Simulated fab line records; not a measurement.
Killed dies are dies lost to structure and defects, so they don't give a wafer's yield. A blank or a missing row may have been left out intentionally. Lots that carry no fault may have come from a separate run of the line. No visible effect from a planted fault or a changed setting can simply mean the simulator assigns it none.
Matching of chambers | flow n5Finfet | N5_BEOL_M11_CURE_72 on uvCure-01: 3 sister chambers
The step cures SiCOH lowk, time 120 s. 24 wafers are shown with their chamber, then 12 later ones without.

== EACH WAFER AND ITS CHAMBER ==
wafer  | chamber | lampPowerPct (%) | wafer_temp_C_max
L076.1 | 0       | 52.28            | 371.4
L076.2 | 0       | 52.29            | 371.3
L076.6 | 0       | 52.25            | 371.2
L076.3 | 0       | 52.30            | 371.4
L076.4 | 0       | 52.33            | 371.3
L076.5 | 0       | 52.33            | 371.5
L078.1 | 2       | 52.34            | 371.8
L078.3 | 2       | 52.26            | 370.8
L078.5 | 2       | 52.37            | 370.9
L080.1 | 1       | 52.35            | 371.2
L080.3 | 1       | 52.33            | 371.5
L080.5 | 1       | 52.40            | 371.4
L080.2 | 1       | 52.30            | 371.3
L080.4 | 1       | 52.40            | 372.0
L080.6 | 1       | 52.34            | 370.8
L075.1 | 2       | 52.27            | 371.2
L075.4 | 2       | 52.20            | 371.1
L075.5 | 2       | 52.28            | 371.2
L083.1 | 0       | 52.28            | 371.4
L083.2 | 0       | 52.27            | 371.0
L083.6 | 0       | 52.23            | 371.4
L094.1 | 2       | 52.29            | 371.4
L094.4 | 2       | 52.30            | 371.6
L094.5 | 2       | 52.23            | 371.2

SIGNATURES, as means of the wafers listed above
reading          | chamber 0 | chamber 1 | chamber 2 | scatter within a chamber
lampPowerPct     | 52.2844   | 52.3533   | 52.2822   | 0.0427
wafer_temp_C_max | 371.322   | 371.367   | 371.244   | 0.289
Rule: for a wafer and a chamber, the distance is found by dividing, reading by reading, the gap between the wafer's reading and the chamber's mean by the reading's scatter, squaring, summing and taking the root. The wafer belongs to the nearest chamber; if the next one is less than 2 further off, it can't be placed. The scatter is the square root of a quotient: the sum, over the shown wafers, of each reading's squared deviation from its chamber's mean, divided by wafers minus chambers.

== WAFERS MISSING THEIR CHAMBER ==
wafer  | lampPowerPct (%) | wafer_temp_C_max
L094.2 | 52.33            | 371.2
L094.3 | 52.32            | 371.9
L094.6 | 52.31            | 371.1
L096.1 | 52.32            | 371.5
L096.2 | 52.26            | 371.5
L096.4 | 52.37            | 370.8
L096.3 | 52.29            | 371.5
L096.5 | 52.23            | 371.1
L096.6 | 52.27            | 371.2
L097.3 | 52.22            | 370.7
L097.5 | 52.28            | 370.7
L097.6 | 52.45            | 371.3

== EACH ONE'S CHAMBER ==
wafer  | from the rows above          | in truth
L094.2 | can't be placed: 1 or 2 or 0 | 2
L094.3 | can't be placed: 1 or 0 or 2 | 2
L094.6 | can't be placed: 2 or 0 or 1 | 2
L096.1 | can't be placed: 1 or 0 or 2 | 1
L096.2 | can't be placed: 0 or 2 or 1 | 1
L096.4 | can't be placed: 1 or 2 or 0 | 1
L096.3 | can't be placed: 0 or 2 or 1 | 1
L096.5 | can't be placed: 2 or 0 or 1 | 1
L096.6 | can't be placed: 2 or 0 or 1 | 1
L097.3 | can't be placed: 2 or 0 or 1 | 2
L097.5 | can't be placed: 2 or 0 or 1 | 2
L097.6 | can't be placed: 1 or 0 or 2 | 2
Correctly placed: 0 of 12. Not placeable from these rows: 12 (in 12, the candidates include the true chamber). Number placed wrongly: 0.
